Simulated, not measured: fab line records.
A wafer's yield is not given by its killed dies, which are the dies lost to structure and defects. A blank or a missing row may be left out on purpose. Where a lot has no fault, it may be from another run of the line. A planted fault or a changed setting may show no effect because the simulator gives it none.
Which tool was responsible?    flow nand_harc    13 lots (39 wafers sampled), 1 step of a 1302-step route

WHAT EACH GAUGE READ, for each wafer
NHARC_A_CHANNEL_HOLE_D2_CD_MEAS_31. Usual: cd_nm reads 90.1 nm (standard deviation 1.5).
lot   measured      on         cd_nm (nm)      flag
L858  day 13 16:11  cd_sem-01  90.1 92.4 87.9  
L859  day 14 14:56  cd_sem-03  90.3 90.0 90.3  
L860  day 14 22:14  cd_sem-03  90.0 88.5 90.7  
L861  day 15 05:24  cd_sem-02  88.3 90.4 88.8  
L862  day 15 22:07  cd_sem-02  91.4 91.0 92.4  
L863  day 16 05:59  cd_sem-02  92.4 89.8 92.8  
L864  day 17 09:20  cd_sem-03  91.6 87.2 89.2  
L866  day 18 00:22  cd_sem-03  88.3 90.8 89.2  
L868  day 18 17:25  cd_sem-02  89.4 92.4 90.9  
L873  day 20 08:44  cd_sem-02  88.4 91.8 89.8  
L876  day 22 10:15  cd_sem-03  88.1 88.7 88.5  
L879  day 22 20:31  cd_sem-01  89.1 94.1 92.0  
L878  day 23 00:40  cd_sem-02  88.5 89.0 89.1  

EACH LOT AND THE TOOL THAT RAN IT (in order: tool; ch and the chambers of the sampled wafers; start)
There is no process step in the record ahead of these readings.

AS READ BY THE TOOLS THEMSELVES (means over the sampled wafers that have a number; for cases with no such wafer, the mark the record gives instead)
The record holds no such reading with a usual standard deviation.

THE ANSWER, worked out from the rows above alone
Rule: take the mean of a lot's wafers that have a number; if it is more than 3 standard deviations from the usual mean, the lot is off. Also off: a lot with no number at a reading for which 4 or more lots have one. Where the step has rows for the other lots, those lots are counted as sound. First the gauges in route order, then the tools' own readings, where a lot's mean is used as printed above. At the first step where some lot is off, the reading lying furthest off is the one used; lots without a number count as furthest.
None of the lots is off at any reading shown; this tells nothing.

WHAT THE SIMULATOR PUT IN
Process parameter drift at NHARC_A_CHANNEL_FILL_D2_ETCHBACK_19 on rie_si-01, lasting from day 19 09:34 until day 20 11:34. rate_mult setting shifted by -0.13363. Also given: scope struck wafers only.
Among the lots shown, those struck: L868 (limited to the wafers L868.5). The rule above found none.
